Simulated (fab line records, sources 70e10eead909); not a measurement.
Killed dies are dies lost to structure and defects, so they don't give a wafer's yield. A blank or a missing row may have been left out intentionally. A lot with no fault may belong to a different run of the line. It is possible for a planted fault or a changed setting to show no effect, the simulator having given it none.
Struck lot and sound lot, side by side / flow nand harc / 14 steps out of a route of 1302
Sound: wafers L391.1, L391.3, L391.4. The struck wafers were L384.1, L384.3, L384.4. The cause is named last.
Order at every step that has rows: each side's tool, ch and its chambers, its first start. Under that, the readings that differ: sound wafers / struck wafers / difference of the means / sigmas: that difference in standard deviations of wafers without a fault.
alike: readings with means less than 2 such deviations apart, plus words and numbers identical on both sides. not compared: withheld readings, readings lacking a value on some wafer, bounds such as >300 that could conceal the same value, and numbers that have no deviation in the record and whose values overlap.
Wherever a step has rows on one side only, a row that says differs or no value, or a row with sigmas, the two part there. Numbers that have no deviation but don't overlap get no sigmas and don't part them. A reading missing from all wafers of one side parts the sides only when that side holds two or more wafers.

first, 1 step without rows for these wafers: NHARC_A_WL_FILL_ANNEAL_08 (time 1800 s).
NHARC_A_WL_FILL_ALD_10: deposits SiO2, target thk 50 nm, pulse time 10 s, ald cycles 500.
  sound on ald hk-03 ch 0,1,3, day 28 11:15; struck on ald hk-01 ch 0,1,2, day 24 20:20
  alike: heater power outer w, heater power w, precursor pulse height rel
then, 1 step without rows for these wafers: NHARC_A_WL_FILL_ETCHBACK_16 (etches the open film in C4F8/O2/Ar, target depth 120 nm, time 24 s).
NHARC_A_WL_FILL_STRIP_29: strips in O2, time 20 s.
  sound on rie diel-07 ch 0,2, day 28 16:01; struck on rie diel-03 ch 0,1,3, day 25 01:06
  alike: drypump motor current A, oes product au, rf vpp V, showerhead plenum p Torr, throttle valve pct
  not compared: rf hours counter h
NHARC_A_WL_FILL_ETCHBACK_17: etches the open film in Cl2/BCl3, target depth 4 nm, time 26.7 s.
  sound on rie metal-03 ch 0,1, day 28 16:07; struck on rie metal-03 ch 0,1, day 25 01:11
  alike: drypump motor current A, oes product au
  not compared: rf hours counter h
then, 3 steps without rows for these wafers: NHARC_A_WL_FILL_PRECLEAN_18 (cleans in dHF, time 30 s); NHARC_A_WL_FILL_SRD_21; NHARC_A_WL_FILL_CVD_23 (deposits poly-Si, target thk 40 nm, time 800 s).
NHARC_A_WL_FILL_ETCHBACK_26: etches the open film in HBr, target depth 52 nm, time 13.3 s.
  sound on rie si-04 ch 0,2,3, day 28 21:20; struck on rie si-02 ch 0,1,3, day 25 06:24
  alike: bias w, drypump motor current A, hbr flow sccm, oes product au, rf fwd power W, throttle valve pct
  not compared: rf hours counter h
then, 2 steps without rows for these wafers: NHARC_A_WL_FILL_PRECLEAN_30 (cleans in dHF, time 10 s); NHARC_A_WL_FILL_SRD_14.
NHARC_A_WL_FILL_ALD_19: deposits TiN, target thk 2 nm, pulse time 3 s, ald cycles 100.
  sound on ald metal-02 ch 1,2,3, day 28 21:36; struck on ald metal-01 ch 0,3, day 25 06:40
  no value came back on the struck wafers for ald cycles, heater power outer w (W), heater power w (W), precursor pulse height rel; on the sound wafers ald cycles reads 100 100 100
NHARC_A_WL_FILL_CVD_20: deposits W, target thk 100 nm, time 74 s.
  sound: cvd w-01 ch 0,1; struck: cvd w-02 ch 0,1
  alike: heater power w, throttle valve pct
-- the record jumps here: 4 days lie between the struck wafers' starts before and after (it left off in module A_WL_FILL and takes up again in module END, whose first step shown is number 1302 of the route) --
NHARC_END_SORT_01:
  sound on prober-01 ch 0, day 32 06:04; struck on prober-01 ch 0, day 28 18:53
reading=hold; sound=- - -; struck=await dispo/2.1h/scrap await dispo/2.1h/scrap await dispo/2.1h/scrap; difference=no value on the sound wafers; sigmas=
reading=killed at array; sound=56 56 75; struck=666 671 675; difference=+608; sigmas=+28
reading=killed dies; sound=57 60 79; struck=677 677 677; difference=+612; sigmas=+28
  alike: killed at other, killed at periphery, killed open, killed short

== WHERE THEY PART ==
At NHARC_A_WL_FILL_ALD_19 first; at NHARC_END_SORT_01 last (within this record only).

WHY: the cause the simulator had injected
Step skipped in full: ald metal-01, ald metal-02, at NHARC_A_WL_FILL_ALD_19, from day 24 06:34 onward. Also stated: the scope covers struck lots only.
